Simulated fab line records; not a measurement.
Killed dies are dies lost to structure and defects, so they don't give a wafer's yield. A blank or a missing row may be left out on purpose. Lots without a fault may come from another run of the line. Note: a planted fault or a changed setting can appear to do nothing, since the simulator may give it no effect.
2 desks, one fault ; flow nand-harc ; what lay behind the numbers comes last; until then each desk has only its own

== AT THE METROLOGY DESK ==
Lot by lot, what the gauges showed, no matter which tool ran the lot: averages of those sampled wafers that carry a number. A lot is out of limits, marked OUT, if its mean lies more than 4 standard deviations from the usual mean; the brackets give that distance.
Columns: A = thk-nm at NHARC_A_M0_THK_MEAS_24, usual 114.0 nm; B = cd-nm at NHARC_A_M1_CD_MEAS_09, usual 120.0 nm
lot;first seen here;A;B
L681;day 24 21:17;113.2;119.9
L680;day 24 22:01;114.7;120.8
L683;day 26 00:38;113.8;117.3 (-4.2) OUT
L685;day 26 04:32;115.1;118.4
L690;day 28 04:40;113.1;120.3
L694;day 28 23:09;114.9;120.3
L692;day 29 00:13;112.9;120.1
L696;day 30 08:53;115.1;119.4
L695;day 30 11:26;115.0;120.5
L697;day 31 12:35;113.7;119.8
L699;day 32 10:34;114.2;120.1
L700;day 32 14:48;113.5;120.4
L698;day 32 15:29;115.6;120.6
This desk's finding: out of limits on L683; first on L683, day 26 02:26 (cd-nm at NHARC_A_M1_CD_MEAS_09). L681, L680, L685, L690, L694, L692, L696, L695, L697, L699, L700, L698: within limits.

== TOOL OWNER'S DESK, litho-track-04 ==
The tool's own readings at NHARC_A_M1_SOFTBAKE_04 (time 55 s): means of the sampled wafers that have a number, for each lot that ran on this tool. A lot is out of limits, marked OUT, if its mean lies more than 4 standard deviations from the usual mean; the brackets give that distance.
Columns: A = chill-plate-temp-C at NHARC_A_M1_SOFTBAKE_04, usual 23.00 C; B = heater-power-total-W at NHARC_A_M1_SOFTBAKE_04, usual 188.46 W
lot;first seen here;A;B
L681;day 24 22:00;22.92;188.50
L680;day 24 23:00;22.90;188.50
L683;day 26 01:00;23.01;218.60 (+99 or more) OUT
L685;day 26 05:00;22.93;218.51 (+99 or more) OUT
L694;day 29 00:00;22.90;188.55
L692;day 29 01:00;23.02;188.39
L695;day 30 12:00;22.92;188.43
L699;day 32 11:00;23.10;188.37
L700;day 32 15:00;23.02;188.46
L698;day 32 16:00;22.97;188.45
This desk's finding: out of limits on L683, L685; first on L683, day 26 01:00 (heater-power-total-W at NHARC_A_M1_SOFTBAKE_04). L681, L680, L694, L692, L695, L699, L700, L698: within limits.

== TAKEN TOGETHER ==
The tool owner's desk had the chance to raise an alarm at day 26 01:00 on L683, L685.
Metrology desk: alarm possible at day 26 02:26 on L683.
The metrology desk has L685 on record, within its limits.
On litho-track-04, each named lot ran NHARC_A_M1_SOFTBAKE_04.

== WHAT THE SIMULATOR PUT IN ==
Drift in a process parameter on litho-track-04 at NHARC_A_M1_SOFTBAKE_04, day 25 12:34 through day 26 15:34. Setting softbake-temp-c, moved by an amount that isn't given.
Shown lots that were struck: L683, L685.
Hours from the fault's start to each desk's first reading out of limits: the tool owner's desk, 12; the metrology desk, 14.
